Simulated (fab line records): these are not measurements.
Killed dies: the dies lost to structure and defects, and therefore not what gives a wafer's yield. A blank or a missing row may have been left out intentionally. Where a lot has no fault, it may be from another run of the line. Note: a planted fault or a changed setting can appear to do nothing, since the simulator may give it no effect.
fab line records || flow n5Finfet || part 2 of 2: steps 18 to 27 of 27
[record] {"lots": 5, "wafers": 15, "lastDay": 18}
route steps=1938 shown BEOL_M2@873
lots that met no fault: from a run of the same line without faults
startH: start of the lot's first displayed wafer, in hours after the record's first day || waitH: time in hours since the lot's previous step || " identical to the entry in the row above || L1.1+2: a single row standing in for several wafers || - no value, or no start was given || * or withheld: withheld || < > ~ a bound
route shown NAME@n: names a module that has steps shown in the file, with the first one's number in the route || usual: average and standard deviation across the fault-free wafers || same: alike in all rows || chamber/n: place in a boat || sites: per-site readings || _std_site: standard deviation across them || _edge_site: the outer-site mean with the inner-site mean subtracted || radiusMm: for every site, how far away it sits from the centre of the wafer || mask NAME#n: copy n || behind: the last tool/chamber to shape the wafer || hold: reason for holding the lot/hours on hold/outcome of the hold || device: transistor that didn't switch, given as n, p or np || end of line: tests of these same wafers at the route's end || a step with no rows: only its recipe || killed: the dies lost at the first sort to structure and to defects; this is not the yield of the wafer || map: a wafer's dies, x killed, . not, _ none there
set.NAME: setting as actually run; set.NAME@STEP: the setting as run at that earlier step || model.NAME: the simulator's own value behind a step, which no gauge read
lots at selected steps of the route; one table per step, one row per wafer
services: from which hour (startH, from the record's first day; less than 0 if before it) a tool's chamber was out of use, for how many hours, and why
[[steps]]
[step N5_BEOL_M2_TRENCH_ETCH_37]
[recipe] {"chemistry": "C4F6/O2", "targetDepthA": 555.55, "target": "SiOC", "timeS": 29.2, "ionEnergyEv": 250, "pressureMtorr": 30, "sourceW": 355, "biasW": 185, "Ar_flow_sccm": 300, "C4F6_flow_sccm": 10, "O2_flow_sccm": 10}
[usual] {"biasW": "185.0/0.56", "drypumpMotorCurrentA": "5.7/0.45", "oesProductAu": "0.79/0.082", "rfVppV": "666/5.1", "showerheadPlenumPTorr": "2.85/0.13", "throttleValvePct": "20.95/0.17"}
{"lot.wafer": "L075.1", "tool": "rieDiel-06", "chamber": 2, "startH": "-", "waitH": "-", "biasW": 185.2, "drypumpMotorCurrentA": 5.9, "oesProductAu": 0.70, "rfHoursCounterH": 199, "rfVppV": 665, "showerheadPlenumPTorr": 2.84, "throttleValvePct": 21.09}
{"lot.wafer": "L075.3", "tool": "rieDiel-06", "chamber": 1, "startH": "-", "waitH": "-", "biasW": 184.3, "drypumpMotorCurrentA": 6.3, "oesProductAu": 0.69, "rfHoursCounterH": 249, "rfVppV": 656, "showerheadPlenumPTorr": 2.69, "throttleValvePct": 21.28}
{"lot.wafer": "L075.6", "tool": "rieDiel-06", "chamber": 0, "startH": "-", "waitH": "-", "biasW": 185.3, "drypumpMotorCurrentA": 5.6, "oesProductAu": 0.84, "rfHoursCounterH": "-", "rfVppV": 668, "showerheadPlenumPTorr": 3.01, "throttleValvePct": 20.78}
{"lot.wafer": "L078.2", "tool": "rieDiel-02", "chamber": 2, "startH": "-", "waitH": "-", "biasW": 184.2, "drypumpMotorCurrentA": 5.4, "oesProductAu": 0.69, "rfHoursCounterH": 231, "rfVppV": 673, "showerheadPlenumPTorr": 2.81, "throttleValvePct": 21.01}
{"lot.wafer": "L078.3", "tool": "rieDiel-02", "chamber": 0, "startH": "-", "waitH": "-", "biasW": 184.7, "drypumpMotorCurrentA": 5.9, "oesProductAu": 0.80, "rfHoursCounterH": 116, "rfVppV": 669, "showerheadPlenumPTorr": 2.98, "throttleValvePct": 21.13}
{"lot.wafer": "L078.5", "tool": "rieDiel-02", "chamber": 3, "startH": "-", "waitH": "-", "biasW": 185.0, "drypumpMotorCurrentA": 5.7, "oesProductAu": 0.74, "rfHoursCounterH": "-", "rfVppV": 664, "showerheadPlenumPTorr": 2.83, "throttleValvePct": 20.61}
{"lot.wafer": "L082.1", "tool": "rieDiel-02", "chamber": 3, "startH": "-", "waitH": "-", "biasW": 184.3, "drypumpMotorCurrentA": 5.7, "oesProductAu": 0.74, "rfHoursCounterH": 205, "rfVppV": 662, "showerheadPlenumPTorr": 2.82, "throttleValvePct": 20.63}
{"lot.wafer": "L082.2", "tool": "rieDiel-02", "chamber": 2, "startH": "-", "waitH": "-", "biasW": 185.3, "drypumpMotorCurrentA": 5.4, "oesProductAu": 0.69, "rfHoursCounterH": 237, "rfVppV": 672, "showerheadPlenumPTorr": 2.80, "throttleValvePct": 21.01}
{"lot.wafer": "L082.3", "tool": "rieDiel-02", "chamber": 0, "startH": "-", "waitH": "-", "biasW": 184.3, "drypumpMotorCurrentA": 5.9, "oesProductAu": 0.79, "rfHoursCounterH": 131, "rfVppV": 671, "showerheadPlenumPTorr": 2.97, "throttleValvePct": 21.17}
{"lot.wafer": "L096.4", "tool": "rieDiel-01", "chamber": 2, "startH": "-", "waitH": "-", "biasW": 185.2, "drypumpMotorCurrentA": 4.9, "oesProductAu": 0.70, "rfHoursCounterH": 216, "rfVppV": 658, "showerheadPlenumPTorr": 2.61, "throttleValvePct": 21.14}
{"lot.wafer": "L096.5", "tool": "rieDiel-01", "chamber": 2, "startH": "-", "waitH": "-", "biasW": 185.4, "drypumpMotorCurrentA": 4.9, "oesProductAu": 0.69, "rfHoursCounterH": "-", "rfVppV": 657, "showerheadPlenumPTorr": 2.61, "throttleValvePct": 21.15}
{"lot.wafer": "L096.6", "tool": "rieDiel-01", "chamber": 1, "startH": "-", "waitH": "-", "biasW": 185.0, "drypumpMotorCurrentA": 5.3, "oesProductAu": 0.74, "rfHoursCounterH": "-", "rfVppV": 658, "showerheadPlenumPTorr": 2.73, "throttleValvePct": 21.10}
{"lot.wafer": "L097.3", "tool": "rieDiel-06", "chamber": 1, "startH": "-", "waitH": "-", "biasW": 184.7, "drypumpMotorCurrentA": 6.3, "oesProductAu": 0.89, "rfHoursCounterH": 38, "rfVppV": 666, "showerheadPlenumPTorr": 3.01, "throttleValvePct": 21.00}
{"lot.wafer": "L097.4", "tool": "rieDiel-06", "chamber": 0, "startH": "-", "waitH": "-", "biasW": 185.1, "drypumpMotorCurrentA": 5.6, "oesProductAu": 0.78, "rfHoursCounterH": 107, "rfVppV": 668, "showerheadPlenumPTorr": 2.99, "throttleValvePct": 20.88}
{"lot.wafer": "L097.6", "tool": "rieDiel-06", "chamber": 0, "startH": "-", "waitH": "-", "biasW": 185.4, "drypumpMotorCurrentA": 5.6, "oesProductAu": 0.80, "rfHoursCounterH": "-", "rfVppV": 668, "showerheadPlenumPTorr": 2.99, "throttleValvePct": 20.90}
[step N5_BEOL_M2_ETCH_41]
[recipe] {"chemistry": "CH3F/O2", "target": "SiCN", "targetDepthA": 299, "taperDeg": 2, "timeS": 52.5, "ionEnergyEv": 120, "maskMaterial": "TiN", "pressureMtorr": 30, "sourceW": 395, "biasW": 75, "Ar_flow_sccm": 150, "CH3F_flow_sccm": 30, "O2_flow_sccm": 20}
[usual] {"biasW": "75.00/0.23", "drypumpMotorCurrentA": "5.7/0.45", "oesProductAu": "0.79/0.083", "rfVppV": "297.2/2.2", "showerheadPlenumPTorr": "2.00/0.095", "throttleValvePct": "16.39/0.18"}
{"lot.wafer": "L075.1", "tool": "rieDiel-06", "chamber": 2, "startH": "-", "waitH": "-", "biasW": 75.16, "drypumpMotorCurrentA": 5.9, "oesProductAu": 0.69, "rfHoursCounterH": 199, "rfVppV": 295.8, "showerheadPlenumPTorr": 1.99, "throttleValvePct": 16.53}
{"lot.wafer": "L075.3", "tool": "rieDiel-06", "chamber": 1, "startH": "-", "waitH": "-", "biasW": 75.14, "drypumpMotorCurrentA": 6.4, "oesProductAu": 0.68, "rfHoursCounterH": 249, "rfVppV": 294.3, "showerheadPlenumPTorr": 1.89, "throttleValvePct": 16.79}
{"lot.wafer": "L075.6", "tool": "rieDiel-06", "chamber": 0, "startH": "-", "waitH": "-", "biasW": 75.25, "drypumpMotorCurrentA": 5.6, "oesProductAu": 0.84, "rfHoursCounterH": "-", "rfVppV": 300.0, "showerheadPlenumPTorr": 2.12, "throttleValvePct": 16.22}
{"lot.wafer": "L078.2", "tool": "rieDiel-02", "chamber": 2, "startH": "-", "waitH": "-", "biasW": 75.09, "drypumpMotorCurrentA": 5.4, "oesProductAu": 0.69, "rfHoursCounterH": 231, "rfVppV": 298.3, "showerheadPlenumPTorr": 1.97, "throttleValvePct": 16.52}
{"lot.wafer": "L078.3", "tool": "rieDiel-02", "chamber": 0, "startH": "-", "waitH": "-", "biasW": 74.82, "drypumpMotorCurrentA": 5.9, "oesProductAu": 0.80, "rfHoursCounterH": 116, "rfVppV": 298.8, "showerheadPlenumPTorr": 2.10, "throttleValvePct": 16.56}
{"lot.wafer": "L078.5", "tool": "rieDiel-02", "chamber": 3, "startH": "-", "waitH": "-", "biasW": 75.25, "drypumpMotorCurrentA": 5.7, "oesProductAu": 0.74, "rfHoursCounterH": "-", "rfVppV": 296.6, "showerheadPlenumPTorr": 1.99, "throttleValvePct": 16.12}
{"lot.wafer": "L082.1", "tool": "rieDiel-02", "chamber": 3, "startH": "-", "waitH": "-", "biasW": 75.15, "drypumpMotorCurrentA": 5.7, "oesProductAu": 0.73, "rfHoursCounterH": 205, "rfVppV": 297.3, "showerheadPlenumPTorr": 1.98, "throttleValvePct": 16.15}
{"lot.wafer": "L082.2", "tool": "rieDiel-02", "chamber": 2, "startH": "-", "waitH": "-", "biasW": 75.14, "drypumpMotorCurrentA": 5.4, "oesProductAu": 0.68, "rfHoursCounterH": 237, "rfVppV": 296.5, "showerheadPlenumPTorr": 1.97, "throttleValvePct": 16.52}
{"lot.wafer": "L082.3", "tool": "rieDiel-02", "chamber": 0, "startH": "-", "waitH": "-", "biasW": 74.96, "drypumpMotorCurrentA": 5.9, "oesProductAu": 0.79, "rfHoursCounterH": 131, "rfVppV": 297.3, "showerheadPlenumPTorr": 2.09, "throttleValvePct": 16.58}
{"lot.wafer": "L096.4", "tool": "rieDiel-01", "chamber": 2, "startH": "-", "waitH": "-", "biasW": 75.00, "drypumpMotorCurrentA": 4.9, "oesProductAu": 0.70, "rfHoursCounterH": 216, "rfVppV": 294.6, "showerheadPlenumPTorr": 1.82, "throttleValvePct": 16.61}
{"lot.wafer": "L096.5", "tool": "rieDiel-01", "chamber": 2, "startH": "-", "waitH": "-", "biasW": 74.77, "drypumpMotorCurrentA": 4.9, "oesProductAu": 0.70, "rfHoursCounterH": "-", "rfVppV": 291.9, "showerheadPlenumPTorr": 1.82, "throttleValvePct": 16.60}
{"lot.wafer": "L096.6", "tool": "rieDiel-01", "chamber": 1, "startH": "-", "waitH": "-", "biasW": 74.73, "drypumpMotorCurrentA": 5.3, "oesProductAu": 0.74, "rfHoursCounterH": "-", "rfVppV": 295.8, "showerheadPlenumPTorr": 1.91, "throttleValvePct": 16.57}
{"lot.wafer": "L097.3", "tool": "rieDiel-06", "chamber": 1, "startH": "-", "waitH": "-", "biasW": 74.78, "drypumpMotorCurrentA": 6.3, "oesProductAu": 0.88, "rfHoursCounterH": 38, "rfVppV": 300.3, "showerheadPlenumPTorr": 2.12, "throttleValvePct": 16.38}
{"lot.wafer": "L097.4", "tool": "rieDiel-06", "chamber": 0, "startH": "-", "waitH": "-", "biasW": 75.08, "drypumpMotorCurrentA": 5.7, "oesProductAu": 0.79, "rfHoursCounterH": 107, "rfVppV": 301.4, "showerheadPlenumPTorr": 2.10, "throttleValvePct": 16.32}
{"lot.wafer": "L097.6", "tool": "rieDiel-06", "chamber": 0, "startH": "-", "waitH": "-", "biasW": 75.01, "drypumpMotorCurrentA": 5.7, "oesProductAu": 0.79, "rfHoursCounterH": "-", "rfVppV": 298.4, "showerheadPlenumPTorr": 2.10, "throttleValvePct": 16.32}
[step N5_BEOL_M2_STRIP_97]
[recipe] {"chemistry": "N2/H2", "timeS": 10, "powerW": 450, "tempC": 40, "pressureMtorr": 20, "rfFrequencyHz": 6e+07, "biasPowerW": 7, "n2FlowSccm": 200, "h2FlowSccm": 200}
[usual] {"drypumpMotorCurrentA": "5.7/0.45", "oesProductAu": "0.79/0.084", "rfVppV": "59.3/1.1", "showerheadPlenumPTorr": "2.54/0.12", "throttleValvePct": "23.75/0.21"}
{"lot.wafer": "L075.1", "tool": "rieDiel-06", "chamber": 2, "startH": "-", "waitH": "-", "drypumpMotorCurrentA": 5.9, "oesProductAu": 0.69, "rfHoursCounterH": 199, "rfVppV": 59.3, "showerheadPlenumPTorr": 2.53, "throttleValvePct": 23.98}
{"lot.wafer": "L075.3", "tool": "rieDiel-06", "chamber": 1, "startH": "-", "waitH": "-", "drypumpMotorCurrentA": 6.3, "oesProductAu": 0.69, "rfHoursCounterH": 249, "rfVppV": 58.2, "showerheadPlenumPTorr": 2.39, "throttleValvePct": 24.09}
{"lot.wafer": "L075.6", "tool": "rieDiel-06", "chamber": 0, "startH": "-", "waitH": "-", "drypumpMotorCurrentA": 5.6, "oesProductAu": 0.85, "rfHoursCounterH": "-", "rfVppV": 59.8, "showerheadPlenumPTorr": 2.68, "throttleValvePct": 23.52}
{"lot.wafer": "L078.2", "tool": "rieDiel-02", "chamber": 2, "startH": "-", "waitH": "-", "drypumpMotorCurrentA": 5.4, "oesProductAu": 0.68, "rfHoursCounterH": 231, "rfVppV": 58.9, "showerheadPlenumPTorr": 2.50, "throttleValvePct": 23.83}
{"lot.wafer": "L078.3", "tool": "rieDiel-02", "chamber": 0, "startH": "-", "waitH": "-", "drypumpMotorCurrentA": 5.9, "oesProductAu": 0.81, "rfHoursCounterH": 116, "rfVppV": 58.6, "showerheadPlenumPTorr": 2.66, "throttleValvePct": 23.79}
{"lot.wafer": "L078.5", "tool": "rieDiel-02", "chamber": 3, "startH": "-", "waitH": "-", "drypumpMotorCurrentA": 5.7, "oesProductAu": 0.75, "rfHoursCounterH": "-", "rfVppV": 60.1, "showerheadPlenumPTorr": 2.52, "throttleValvePct": 23.49}
{"lot.wafer": "L082.1", "tool": "rieDiel-02", "chamber": 3, "startH": "-", "waitH": "-", "drypumpMotorCurrentA": 5.7, "oesProductAu": 0.73, "rfHoursCounterH": 205, "rfVppV": 58.3, "showerheadPlenumPTorr": 2.51, "throttleValvePct": 23.51}
{"lot.wafer": "L082.2", "tool": "rieDiel-02", "chamber": 2, "startH": "-", "waitH": "-", "drypumpMotorCurrentA": 5.4, "oesProductAu": 0.68, "rfHoursCounterH": 237, "rfVppV": 59.3, "showerheadPlenumPTorr": 2.50, "throttleValvePct": 23.83}
{"lot.wafer": "L082.3", "tool": "rieDiel-02", "chamber": 0, "startH": "-", "waitH": "-", "drypumpMotorCurrentA": 5.9, "oesProductAu": 0.79, "rfHoursCounterH": 131, "rfVppV": 59.7, "showerheadPlenumPTorr": 2.65, "throttleValvePct": 23.82}
{"lot.wafer": "L096.4", "tool": "rieDiel-01", "chamber": 2, "startH": "-", "waitH": "-", "drypumpMotorCurrentA": 4.9, "oesProductAu": 0.70, "rfHoursCounterH": 216, "rfVppV": 58.3, "showerheadPlenumPTorr": 2.31, "throttleValvePct": 23.98}
{"lot.wafer": "L096.5", "tool": "rieDiel-01", "chamber": 2, "startH": "-", "waitH": "-", "drypumpMotorCurrentA": 4.9, "oesProductAu": 0.70, "rfHoursCounterH": "-", "rfVppV": 58.8, "showerheadPlenumPTorr": 2.31, "throttleValvePct": 23.98}
{"lot.wafer": "L096.6", "tool": "rieDiel-01", "chamber": 1, "startH": "-", "waitH": "-", "drypumpMotorCurrentA": 5.3, "oesProductAu": 0.76, "rfHoursCounterH": "-", "rfVppV": 59.0, "showerheadPlenumPTorr": 2.43, "throttleValvePct": 23.97}
{"lot.wafer": "L097.3", "tool": "rieDiel-06", "chamber": 1, "startH": "-", "waitH": "-", "drypumpMotorCurrentA": 6.3, "oesProductAu": 0.89, "rfHoursCounterH": 38, "rfVppV": 61.0, "showerheadPlenumPTorr": 2.69, "throttleValvePct": 23.89}
{"lot.wafer": "L097.4", "tool": "rieDiel-06", "chamber": 0, "startH": "-", "waitH": "-", "drypumpMotorCurrentA": 5.6, "oesProductAu": 0.79, "rfHoursCounterH": 107, "rfVppV": 59.5, "showerheadPlenumPTorr": 2.66, "throttleValvePct": 23.59}
{"lot.wafer": "L097.6", "tool": "rieDiel-06", "chamber": 0, "startH": "-", "waitH": "-", "drypumpMotorCurrentA": 5.6, "oesProductAu": 0.79, "rfHoursCounterH": "-", "rfVppV": 59.6, "showerheadPlenumPTorr": 2.66, "throttleValvePct": 23.58}
[step N5_BEOL_M2_OCD_MEAS_38]
[usual] {"trenchDepthNm": "55.2/0.68"}
{"lot.wafer": "L075.1", "tool": "ocd-02", "chamber": "-", "startH": 149.45, "waitH": "-", "trenchDepthNm": 55.3}
{"lot.wafer": "L075.3", "tool": "ocd-02", "chamber": "-", "startH": 149.45, "waitH": "-", "trenchDepthNm": 54.3}
{"lot.wafer": "L075.6", "tool": "ocd-02", "chamber": "-", "startH": 149.45, "waitH": "-", "trenchDepthNm": 55.6}
{"lot.wafer": "L078.2", "tool": "ocd-01", "chamber": "-", "startH": 154.44, "waitH": "-", "trenchDepthNm": 54.7}
{"lot.wafer": "L078.3", "tool": "ocd-01", "chamber": "-", "startH": 154.44, "waitH": "-", "trenchDepthNm": 56.0}
{"lot.wafer": "L078.5", "tool": "ocd-01", "chamber": "-", "startH": 154.44, "waitH": "-", "trenchDepthNm": 55.7}
{"lot.wafer": "L082.1", "tool": "ocd-01", "chamber": "-", "startH": 206.64, "waitH": "-", "trenchDepthNm": 56.3}
{"lot.wafer": "L082.2", "tool": "ocd-01", "chamber": "-", "startH": 206.64, "waitH": "-", "trenchDepthNm": 54.6}
{"lot.wafer": "L082.3", "tool": "ocd-01", "chamber": "-", "startH": 206.64, "waitH": "-", "trenchDepthNm": 56.4}
{"lot.wafer": "L096.4", "tool": "ocd-02", "chamber": "-", "startH": 279.56, "waitH": "-", "trenchDepthNm": 54.6}
{"lot.wafer": "L096.5", "tool": "ocd-02", "chamber": "-", "startH": 279.56, "waitH": "-", "trenchDepthNm": 55.0}
{"lot.wafer": "L096.6", "tool": "ocd-02", "chamber": "-", "startH": 279.56, "waitH": "-", "trenchDepthNm": 54.2}
{"lot.wafer": "L097.3", "tool": "ocd-02", "chamber": "-", "startH": 287.33, "waitH": "-", "trenchDepthNm": 55.3}
{"lot.wafer": "L097.4", "tool": "ocd-02", "chamber": "-", "startH": 287.33, "waitH": "-", "trenchDepthNm": 54.7}
{"lot.wafer": "L097.6", "tool": "ocd-02", "chamber": "-", "startH": 287.33, "waitH": "-", "trenchDepthNm": 55.3}
[step N5_BEOL_M2_HM_STRIP_39]
[recipe] {"chemistry": "peroxideTinStrip", "material": "TiN", "targetDepthA": 250, "tempC": 50, "timeS": 158}
{"lot.wafer": "L075.1+3+6", "tool": "wetBench-05", "chamber": "2,3,0", "startH": 149.48, "waitH": 0.0}
{"lot.wafer": "L078.2+3+5", "tool": "wetBench-05", "chamber": "3,1,0", "startH": 154.47, "waitH": 0.0}
{"lot.wafer": "L082.1+2+3", "tool": "wetBench-01", "chamber": "4,5,2", "startH": 206.67, "waitH": 0.0}
{"lot.wafer": "L096.4+5+6", "tool": "wetBench-01", "chamber": "6,7,4", "startH": 279.59, "waitH": 0.0}
{"lot.wafer": "L097.3+4+6", "tool": "wetBench-05", "chamber": "5,3,0", "startH": 287.36, "waitH": 0.0}
[step N5_BEOL_M2_SRD_40]
[recipe] {"timeS": 30, "tempC": 23, "rinseLiquid": "diw", "dry": "ipaMarangoni"}
{"lot.wafer": "L075.1+3+6", "tool": "wetBench-05", "chamber": "2,3,0", "startH": 149.53, "waitH": 0.0}
{"lot.wafer": "L078.2+3+5", "tool": "wetBench-05", "chamber": "3,1,0", "startH": 154.52, "waitH": 0.0}
{"lot.wafer": "L082.1+2+3", "tool": "wetBench-01", "chamber": "4,5,2", "startH": 206.72, "waitH": 0.0}
{"lot.wafer": "L096.4+5+6", "tool": "wetBench-01", "chamber": "6,7,4", "startH": 279.63, "waitH": 0.0}
{"lot.wafer": "L097.3+4+6", "tool": "wetBench-05", "chamber": "5,3,0", "startH": 287.41, "waitH": 0.0}
[step N5_BEOL_M2_PRECLEAN_42]
[recipe] {"chemistry": "residueRemover", "timeS": 60, "tempC": 40}
{"lot.wafer": "L075.1+3+6", "tool": "wetBench-05", "chamber": "2,3,0", "startH": 149.54, "waitH": 0.0}
{"lot.wafer": "L078.2+3+5", "tool": "wetBench-05", "chamber": "3,1,0", "startH": 154.53, "waitH": 0.0}
{"lot.wafer": "L082.1+2+3", "tool": "wetBench-01", "chamber": "4,5,2", "startH": 206.73, "waitH": 0.0}
{"lot.wafer": "L096.4+5+6", "tool": "wetBench-01", "chamber": "6,7,4", "startH": 279.65, "waitH": 0.0}
{"lot.wafer": "L097.3+4+6", "tool": "wetBench-05", "chamber": "5,3,0", "startH": 287.43, "waitH": 0.0}
[step N5_BEOL_M2_SRD_43]
[recipe] {"timeS": 30, "tempC": 23, "rinseLiquid": "diw", "dry": "ipaMarangoni"}
{"lot.wafer": "L075.1+3+6", "tool": "wetBench-05", "chamber": "2,3,0", "startH": 149.56, "waitH": 0.0}
{"lot.wafer": "L078.2+3+5", "tool": "wetBench-05", "chamber": "3,1,0", "startH": 154.55, "waitH": 0.0}
{"lot.wafer": "L082.1+2+3", "tool": "wetBench-01", "chamber": "4,5,2", "startH": 206.75, "waitH": 0.0}
{"lot.wafer": "L096.4+5+6", "tool": "wetBench-01", "chamber": "6,7,4", "startH": 279.67, "waitH": 0.0}
{"lot.wafer": "L097.3+4+6", "tool": "wetBench-05", "chamber": "5,3,0", "startH": 287.44, "waitH": 0.0}
[step N5_BEOL_M2_CD_MEAS_35]
[recipe] {"targetCdNm": 18, "targetCdYNm": 22.2, "polarity": "opening"}
[usual] {"cdNm": "18.06/0.3"}
{"lot.wafer": "L075.1", "tool": "cdSem-02", "chamber": "-", "startH": 149.60, "waitH": 0.0, "cdNm": 18.20}
{"lot.wafer": "L075.3", "tool": "cdSem-02", "chamber": "-", "startH": 149.60, "waitH": 0.0, "cdNm": 18.03}
{"lot.wafer": "L075.6", "tool": "cdSem-02", "chamber": "-", "startH": 149.60, "waitH": 0.0, "cdNm": 18.50}
{"lot.wafer": "L078.2", "tool": "cdSem-02", "chamber": "-", "startH": 154.59, "waitH": 0.0, "cdNm": 18.18}
{"lot.wafer": "L078.3", "tool": "cdSem-02", "chamber": "-", "startH": 154.59, "waitH": 0.0, "cdNm": 18.66}
{"lot.wafer": "L078.5", "tool": "cdSem-02", "chamber": "-", "startH": 154.59, "waitH": 0.0, "cdNm": 18.33}
{"lot.wafer": "L082.1", "tool": "cdSem-03", "chamber": "-", "startH": 206.79, "waitH": 0.0, "cdNm": 18.12}
{"lot.wafer": "L082.2", "tool": "cdSem-03", "chamber": "-", "startH": 206.79, "waitH": 0.0, "cdNm": 17.98}
{"lot.wafer": "L082.3", "tool": "cdSem-03", "chamber": "-", "startH": 206.79, "waitH": 0.0, "cdNm": 17.82}
{"lot.wafer": "L096.4", "tool": "cdSem-01", "chamber": "-", "startH": 279.71, "waitH": 0.0, "cdNm": 17.91}
{"lot.wafer": "L096.5", "tool": "cdSem-01", "chamber": "-", "startH": 279.71, "waitH": 0.0, "cdNm": 17.85}
{"lot.wafer": "L096.6", "tool": "cdSem-01", "chamber": "-", "startH": 279.71, "waitH": 0.0, "cdNm": 18.18}
{"lot.wafer": "L097.3", "tool": "cdSem-02", "chamber": "-", "startH": 287.49, "waitH": 0.0, "cdNm": 17.55}
{"lot.wafer": "L097.4", "tool": "cdSem-02", "chamber": "-", "startH": 287.49, "waitH": 0.0, "cdNm": 17.41}
{"lot.wafer": "L097.6", "tool": "cdSem-02", "chamber": "-", "startH": 287.49, "waitH": 0.0, "cdNm": 17.80}
[step N5_BEOL_M2_DEGAS_44]
[recipe] {"ambient": "vacuum", "tempC": 250, "timeS": 60}
[usual] {"heaterPowerW": "342/32", "susceptorTempC": "250.01/0.19"}
{"lot.wafer": "L075.1", "tool": "pvdSputter-01", "chamber": "-", "startH": 149.95, "waitH": 0.4, "heaterPowerW": 324, "susceptorTempC": 250.28}
{"lot.wafer": "L075.3", "tool": "pvdSputter-01", "chamber": "-", "startH": 149.95, "waitH": 0.4, "heaterPowerW": 313, "susceptorTempC": 250.12}
{"lot.wafer": "L075.6", "tool": "pvdSputter-01", "chamber": "-", "startH": 149.95, "waitH": 0.4, "heaterPowerW": 309, "susceptorTempC": 250.06}
{"lot.wafer": "L078.2", "tool": "pvdSputter-02", "chamber": "-", "startH": 154.85, "waitH": 0.3, "heaterPowerW": 371, "susceptorTempC": 250.03}
{"lot.wafer": "L078.3", "tool": "pvdSputter-02", "chamber": "-", "startH": 154.85, "waitH": 0.3, "heaterPowerW": 313, "susceptorTempC": 249.74}
{"lot.wafer": "L078.5", "tool": "pvdSputter-02", "chamber": "-", "startH": 154.85, "waitH": 0.3, "heaterPowerW": 345, "susceptorTempC": 250.33}
{"lot.wafer": "L082.1", "tool": "pvdSputter-03", "chamber": "-", "startH": 207.54, "waitH": 0.7, "heaterPowerW": 291, "susceptorTempC": 250.08}
{"lot.wafer": "L082.2", "tool": "pvdSputter-03", "chamber": "-", "startH": 207.54, "waitH": 0.7, "heaterPowerW": 326, "susceptorTempC": 250.29}
{"lot.wafer": "L082.3", "tool": "pvdSputter-03", "chamber": "-", "startH": 207.54, "waitH": 0.7, "heaterPowerW": 336, "susceptorTempC": 249.92}
{"lot.wafer": "L096.4", "tool": "pvdSputter-03", "chamber": "-", "startH": 279.88, "waitH": 0.2, "heaterPowerW": 324, "susceptorTempC": 250.37}
{"lot.wafer": "L096.5", "tool": "pvdSputter-03", "chamber": "-", "startH": 279.88, "waitH": 0.2, "heaterPowerW": 292, "susceptorTempC": 250.14}
{"lot.wafer": "L096.6", "tool": "pvdSputter-03", "chamber": "-", "startH": 279.88, "waitH": 0.2, "heaterPowerW": 331, "susceptorTempC": 250.08}
{"lot.wafer": "L097.3", "tool": "pvdSputter-03", "chamber": "-", "startH": 287.66, "waitH": 0.2, "heaterPowerW": 328, "susceptorTempC": 250.18}
{"lot.wafer": "L097.4", "tool": "pvdSputter-03", "chamber": "-", "startH": 287.66, "waitH": 0.2, "heaterPowerW": 331, "susceptorTempC": 250.21}
{"lot.wafer": "L097.6", "tool": "pvdSputter-03", "chamber": "-", "startH": 287.66, "waitH": 0.2, "heaterPowerW": 335, "susceptorTempC": 250.04}
[[services]]
{"tool": "euvScanner-02", "chamber": "-", "startH": 128.94, "hours": 1.6, "kind": "repair"}
{"tool": "aldSin-01", "chamber": 1, "startH": 145.65, "hours": 7.3, "kind": "repair"}
{"tool": "wetBench-05", "chamber": "-", "startH": 146.02, "hours": 3.3, "kind": "repair"}
{"tool": "euvScanner-01", "chamber": "-", "startH": 160.90, "hours": 1.0, "kind": "pm"}
{"tool": "euvScanner-01", "chamber": "-", "startH": 163.03, "hours": 5.8, "kind": "pm"}
{"tool": "rieDiel-02", "chamber": 2, "startH": 170.33, "hours": 32.7, "kind": "repair"}
{"tool": "aldSin-01", "chamber": "-", "startH": 178.16, "hours": 14.0, "kind": "pm"}
{"tool": "euvScanner-02", "chamber": "-", "startH": 186.44, "hours": 1.0, "kind": "pm"}
{"tool": "rieDiel-01", "chamber": 1, "startH": 192.44, "hours": 4.1, "kind": "repair"}
{"tool": "pvdSputter-01", "chamber": "-", "startH": 194.82, "hours": 4.9, "kind": "repair"}
{"tool": "aldSin-02", "chamber": "-", "startH": 194.93, "hours": 14.6, "kind": "pm"}
{"tool": "aldSin-04", "chamber": "-", "startH": 198.23, "hours": 0.9, "kind": "repair"}
{"tool": "aldSin-04", "chamber": "-", "startH": 199.45, "hours": 0.7, "kind": "repair"}
{"tool": "aldSin-04", "chamber": "-", "startH": 206.46, "hours": 6.1, "kind": "pm"}
{"tool": "wetBench-05", "chamber": "-", "startH": 207.25, "hours": 2.5, "kind": "repair"}
{"tool": "euvScanner-01", "chamber": "-", "startH": 217.07, "hours": 1.0, "kind": "pm"}
{"tool": "euvScanner-02", "chamber": "-", "startH": 222.93, "hours": 4.6, "kind": "pm"}
{"tool": "euvScanner-02", "chamber": "-", "startH": 242.59, "hours": 1.0, "kind": "pm"}
{"tool": "rieDiel-06", "chamber": 0, "startH": 243.05, "hours": 2.5, "kind": "repair"}
{"tool": "euvScanner-01", "chamber": "-", "startH": 248.41, "hours": 4.6, "kind": "pm"}
{"tool": "euvScanner-01", "chamber": "-", "startH": 261.24, "hours": 0.3, "kind": "repair"}
{"tool": "rieDiel-02", "chamber": 0, "startH": 263.26, "hours": 1.9, "kind": "repair"}
{"tool": "aldSin-04", "chamber": "-", "startH": 268.32, "hours": 14.0, "kind": "pm"}
{"tool": "euvScanner-01", "chamber": "-", "startH": 273.20, "hours": 1.0, "kind": "pm"}
